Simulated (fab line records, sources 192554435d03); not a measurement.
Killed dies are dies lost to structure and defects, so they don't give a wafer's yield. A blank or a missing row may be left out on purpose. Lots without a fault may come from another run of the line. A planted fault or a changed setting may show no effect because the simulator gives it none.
Chamber matching | flow n5_finfet | N5_PASSIVATION_PECVD_55 on pecvd-04: 3 sister chambers
The step deposits SiO2 from SiH4/N2O, target thk 400 nm, time 22.5 s. 16 wafers are shown with their chamber, then 8 later ones without.

WAFERS WITH THEIR CHAMBER
wafer  | chamber | throttle_valve_pct (%) | showerhead_plenum_p_Torr (Torr) | susceptor_temp_C (C)
L081.1 | 1       | 58.0                   | 8.31                            | 399.54
L081.2 | 2       | 51.4                   | 8.20                            | 400.06
L081.3 | 0       | 52.3                   | 8.08                            | 400.04
L082.2 | 2       | 51.5                   | 8.21                            | 400.19
L082.4 | 0       | 52.3                   | 8.08                            | 399.67
L082.6 | 1       | 57.9                   | 8.33                            | 400.04
L083.3 | 0       | 52.3                   | 8.11                            | 399.96
L083.5 | 1       | 57.8                   | 8.34                            | 399.78
L083.6 | 2       | 51.4                   | 8.21                            | 400.14
L084.3 | 2       | 51.6                   | 8.22                            | 399.78
L084.4 | 2       | 51.5                   | 8.21                            | 399.93
L084.5 | 0       | 52.4                   | 8.11                            | 399.64
L086.2 | 2       | 51.3                   | 8.22                            | 400.17
L086.3 | 0       | 52.3                   | 8.10                            | 400.24
L086.5 | 2       | 51.5                   | 8.23                            | 400.44
L088.3 | 2       | 51.6                   | 8.21                            | 400.10

SIGNATURES (means of the wafers above)
reading                  | chamber 0 | chamber 1 | chamber 2 | scatter within a chamber
throttle_valve_pct       | 52.320    | 57.900    | 51.475    | 0.089
showerhead_plenum_p_Torr | 8.0960    | 8.3267    | 8.2138    | 0.0123
susceptor_temp_C         | 399.9100  | 399.7867  | 400.1012  | 0.223
Rule: a wafer's distance from a chamber is the root of the sum, over the readings, of the square of ((its reading less the chamber's mean) divided by the reading's scatter). The wafer belongs to the nearest chamber; if the next one is less than 2 further off, it can't be placed. The scatter: the root of (the sum of the squares of (reading less its chamber's mean) over the shown wafers, divided by (wafers less chambers)).

WAFERS WITHOUT THEIR CHAMBER
wafer  | throttle_valve_pct (%) | showerhead_plenum_p_Torr (Torr) | susceptor_temp_C (C)
L088.4 | 52.3                   | 8.10                            | 399.68
L088.6 | 51.2                   | 8.21                            | 400.36
L092.1 | 52.3                   | 8.11                            | 399.95
L092.2 | 52.0                   | 8.24                            | 400.24
L092.3 | 51.9                   | 8.21                            | 399.87
L094.2 | 52.3                   | 8.08                            | 399.63
L094.4 | 52.4                   | 8.09                            | 399.97
L094.5 | 52.5                   | 8.12                            | 399.90

WHICH CHAMBER EACH WENT THROUGH
wafer  | from the rows above | in truth
L088.4 | 0                   | 0
L088.6 | 2                   | 2
L092.1 | 0                   | 0
L092.2 | 2                   | 2
L092.3 | 2                   | 2
L094.2 | 0                   | 0
L094.4 | 0                   | 0
L094.5 | 0                   | 0
Placed correctly: 8 of 8. Can't be placed from these rows: 0. Placed wrongly: 0.
